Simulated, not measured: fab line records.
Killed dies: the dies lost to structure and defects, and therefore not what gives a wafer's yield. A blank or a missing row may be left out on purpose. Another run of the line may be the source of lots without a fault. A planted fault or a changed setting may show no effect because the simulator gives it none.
Matching of chambers | flow nand_harc | NHARC_P_GATE_ETCH_32 on rie_si-03: 4 sister chambers
The step etches the open film in HBr/Cl2, target depth 150 nm, time 100.1 s. 16 wafers are shown with their chamber, then 8 later ones without.

## WAFERS WITH THEIR CHAMBER
wafer  | chamber | drypump_motor_current_A (A) | oes_product_au (a.u.) | chamber_pressure_mTorr (mTorr)
L075.2 | 2       | 6.3                         | 0.991                 | 15.017
L075.3 | 0       | 4.9                         | 1.032                 | 14.982
L075.4 | 0       | 4.8                         | 1.037                 | 15.003
L081.2 | 3       | 5.3                         | 1.008                 | 14.999
L081.3 | 2       | 6.3                         | 1.002                 | 14.988
L081.6 | 2       | 6.4                         | 0.990                 | 15.001
L089.3 | 1       | 5.4                         | 1.008                 | 14.997
L089.5 | 2       | 6.3                         | 1.007                 | 14.962
L089.6 | 1       | 5.5                         | 1.000                 | 15.016
L091.4 | 0       | 4.8                         | 1.018                 | 14.992
L091.5 | 2       | 6.4                         | 0.995                 | 14.975
L091.6 | 1       | 5.5                         | 0.991                 | 14.983
L093.1 | 1       | 5.5                         | 0.992                 | 15.011
L093.4 | 0       | 4.9                         | 1.018                 | 15.006
L093.5 | 3       | 5.3                         | 1.010                 | 15.005
L095.1 | 0       | 4.8                         | 1.002                 | 14.979

SIGNATURES, as means of the wafers listed above
reading                 | chamber 0 | chamber 1 | chamber 2 | chamber 3 | scatter within a chamber
drypump_motor_current_A | 4.840     | 5.475     | 6.340     | 5.300     | 0.0512
oes_product_au          | 1.02140   | 0.99775   | 0.99700   | 1.00900   | 0.00983
chamber_pressure_mTorr  | 14.99240  | 15.00175  | 14.98860  | 15.00200  | 0.0161
Rule: a wafer's distance from a chamber is the root of the sum, over the readings, of the square of ((its reading less the chamber's mean) divided by the reading's scatter). The wafer belongs to the nearest chamber; if the next one is less than 2 further off, it can't be placed. The scatter is the square root of a quotient: the sum, over the shown wafers, of each reading's squared deviation from its chamber's mean, divided by wafers minus chambers.

## WAFERS WITHOUT THEIR CHAMBER
wafer  | drypump_motor_current_A (A) | oes_product_au (a.u.) | chamber_pressure_mTorr (mTorr)
L095.3 | 5.3                         | 1.007                 | 14.992
L095.5 | 6.3                         | 0.994                 | 15.001
L096.1 | 5.5                         | 0.994                 | 15.008
L096.4 | 5.2                         | 0.999                 | 14.985
L096.6 | 4.8                         | 0.995                 | 14.991
L097.1 | 5.5                         | 1.013                 | 15.002
L097.3 | 5.3                         | 0.998                 | 14.989
L097.4 | 6.3                         | 1.000                 | 14.990

## EACH ONE'S CHAMBER
wafer  | from the rows above | in truth
L095.3 | 3                   | 3
L095.5 | 2                   | 2
L096.1 | 1                   | 1
L096.4 | 3                   | 3
L096.6 | 0                   | 0
L097.1 | 1                   | 1
L097.3 | 3                   | 3
L097.4 | 2                   | 2
Placed correctly: 8 of 8. Can't be placed from these rows: 0. Number placed wrongly: 0.
